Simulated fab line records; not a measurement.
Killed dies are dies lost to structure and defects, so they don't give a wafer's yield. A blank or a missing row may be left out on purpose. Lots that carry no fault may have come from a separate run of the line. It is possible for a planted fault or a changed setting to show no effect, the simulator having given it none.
Matching of chambers :: flow n5 finfet :: 4 sister chambers for N5_FIN_SAQP_MANDREL2_REMOVE_60 on rie si-03
The step chemistry HBr/Cl2/O2, target a-Si, stops on SiNx, bt time 10 s. 4 wafers are shown with their chamber, then 8 later ones without.

WAFERS WITH THEIR CHAMBER
wafer: L084.1
chamber: 2
drypump motor current A (A): 5.6

wafer: L084.2
chamber: 0
drypump motor current A (A): 5.9

wafer: L084.3
chamber: 3
drypump motor current A (A): 5.3

wafer: L084.4
chamber: 1
drypump motor current A (A): 5.0

WAFERS MISSING THEIR CHAMBER
wafer: L084.5
drypump motor current A (A): 5.0

wafer: L084.6
drypump motor current A (A): 5.6

wafer: L085.1
drypump motor current A (A): 5.3

wafer: L085.3
drypump motor current A (A): 5.5

wafer: L085.5
drypump motor current A (A): 5.6

wafer: L097.2
drypump motor current A (A): 5.9

wafer: L097.3
drypump motor current A (A): 5.0

wafer: L097.6
drypump motor current A (A): 5.8

WHICH CHAMBER EACH ONE RAN IN
wafer: L084.5
from the rows above: 1
in truth: 1

wafer: L084.6
from the rows above: 2
in truth: 2

wafer: L085.1
from the rows above: 3
in truth: 3

wafer: L085.3
from the rows above: 2
in truth: 2

wafer: L085.5
from the rows above: 2
in truth: 2

wafer: L097.2
from the rows above: 0
in truth: 0

wafer: L097.3
from the rows above: 1
in truth: 1

wafer: L097.6
from the rows above: can't be placed: 0 or 2
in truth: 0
Correctly placed: 7 of 8. From these rows, 1 cannot be placed; in 1 the true chamber is one of the candidates. 0 placed wrongly.
How it was worked out, from the rows above alone: a wafer's distance from a chamber is the root of the sum, over the readings, of the square of ((its reading less the chamber's mean) divided by the reading's scatter). The wafer belongs to the nearest chamber; if the next one is less than 2 further off, it can't be placed. The mean given for a chamber averages the wafers shown for that chamber. The scatter: with one shown wafer a chamber, the root of the mean of the squares of how far each hidden wafer lies from its nearest shown one.
